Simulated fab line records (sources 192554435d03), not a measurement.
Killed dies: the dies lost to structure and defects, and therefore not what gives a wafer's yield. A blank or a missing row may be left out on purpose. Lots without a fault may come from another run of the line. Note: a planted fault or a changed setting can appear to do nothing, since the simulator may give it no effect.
2 desks looking at one fault | flow n5_finfet | each desk has only its own numbers; what lay behind them comes last

DESK OF THE TOOL OWNER: rie_diel-05
The tool's own readings at N5_BEOL_M6_TRENCH_ETCH_37 (etches SiCOH lowk in C4F6/O2, target depth 94.435 nm, time 31.5 s): means of the sampled wafers that have a number, for each lot that ran on this tool. Any lot whose mean is over 4 standard deviations away from the usual mean is out of limits and marked OUT; that distance is given in the brackets. Of its 8 readings 7 are shown: the one that was out of limits first, and those that lie furthest out on some lot.
Columns: A = O2_flow_sccm at N5_BEOL_M6_TRENCH_ETCH_37, usual 10.00 sccm; B = drypump_motor_current_A at N5_BEOL_M6_TRENCH_ETCH_37, usual 5.5 A; C = oes_product_au at N5_BEOL_M6_TRENCH_ETCH_37, usual 0.82 a.u.; D = rf_fwd_power_W at N5_BEOL_M6_TRENCH_ETCH_37, usual 340.4 W; E = run_length_s at N5_BEOL_M6_TRENCH_ETCH_37, usual 55.0 s; F = showerhead_plenum_p_Torr at N5_BEOL_M6_TRENCH_ETCH_37, usual 2.89 Torr; G = throttle_valve_pct at N5_BEOL_M6_TRENCH_ETCH_37, usual 20.89 %
lot  | first seen here | A     | B   | C    | D     | E               | F    | G
L956 | day 10 01:16    | 9.98  | 5.5 | 0.98 | 339.3 | 54.4            | 2.97 | 20.87
L964 | day 11 15:06    | 9.99  | 5.3 | 0.85 | 339.5 | 55.1            | 2.89 | 20.56
L968 | day 12 11:38    | 9.99  | 5.3 | 0.85 | -     | 50.0 (-10) OUT  | 2.91 | 20.67
L970 | day 13 12:59    | 10.00 | 4.8 | 0.93 | 342.0 | 51.9 (-6.2) OUT | 3.04 | 21.01
This desk finds L968, L970 out of limits, L968 being first, at day 12 11:38 (run_length_s at N5_BEOL_M6_TRENCH_ETCH_37). L956, L964: within limits.

FROM THE METROLOGY DESK
Means of the sampled wafers that have a number, per lot and without regard to the tool the lot ran on: this is what the gauges read. Any lot whose mean is over 4 standard deviations away from the usual mean is out of limits and marked OUT; that distance is given in the brackets. Of its 26 readings 7 are shown: the one that was out of limits first, and those that lie furthest out on some lot.
Columns: A = V5_OVL at N5_BEOL_M6_OVL_MEAS_29, usual 0.3 nm; B = trench_depth_nm at N5_BEOL_M6_OCD_MEAS_38, usual 95.4 nm; C = M6_THK at N5_BEOL_M6_THK_MEAS_53, usual 81.3 nm; D = M6_RS at N5_BEOL_M6_RS_MEAS_57, usual 0.282 ohm/sq; E = COMB_M5 at N5_BEOL_M15_RC_MEAS_101, usual 3.5e-11 S/m; F = SERP_M6 at N5_BEOL_M15_RC_MEAS_101, usual 13.9 ohm/um; G = SERP_M6_max_site at N5_BEOL_M15_RC_MEAS_101, usual 14.5 ohm/um
lot  | first seen here | A    | B               | C               | D                | E       | F               | G
L956 | day 10 00:54    | -0.1 | 97.3            | 84.3            | 0.272            | 4.5e-11 | 13.2            | 13.6
L959 | day 10 04:11    | 0.4  | 94.0            | 80.2            | 0.287            | 4.3e-11 | 14.4            | 15.1
L964 | day 11 14:44    | 0.5  | 95.8            | 81.9            | 0.280            | 2.9e-11 | 13.7            | 14.4
L968 | day 12 11:16    | 0.1  | 80.0 (-8.1) OUT | 66.8 (-5.8) OUT | 0.356 (+7.6) OUT | 3.5e-11 | 17.4 (+5.2) OUT | 18.4 (+5.2) OUT
L970 | day 13 12:34    | -1.0 | 91.2            | 77.4            | 0.302            | 5.5e-11 | 15.1            | 15.6
L973 | day 13 22:11    | -0.1 | 93.8            | 78.2            | 0.295            | 3.5e-11 | 14.4            | 15.0
L974 | day 14 05:14    | 0.4  | 95.2            | 81.8            | 0.283            | 2.8e-11 | 14.1            | 14.7
This desk finds L968 out of limits, L968 being first, at day 12 11:47 (trench_depth_nm at N5_BEOL_M6_OCD_MEAS_38). L956, L959, L964, L970, L973, L974: within limits.

ALL TOGETHER
At day 12 11:38, on L968, L970, the tool owner's desk was in a position to raise an alarm.
Metrology desk: alarm possible at day 12 11:47 on L968.
The metrology desk holds a record of L970, inside its limits.
Every lot named ran N5_BEOL_M6_TRENCH_ETCH_37 on rie_diel-05.

WHAT WAS PUT IN BY THE SIMULATOR
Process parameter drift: rie_diel-05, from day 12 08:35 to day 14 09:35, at N5_BEOL_M6_TRENCH_ETCH_37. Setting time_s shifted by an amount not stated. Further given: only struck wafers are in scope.
Lots struck among those shown: L968, L970.
Fault start to first reading out of limits, in hours, per desk: tool owner, 3; metrology, 3.
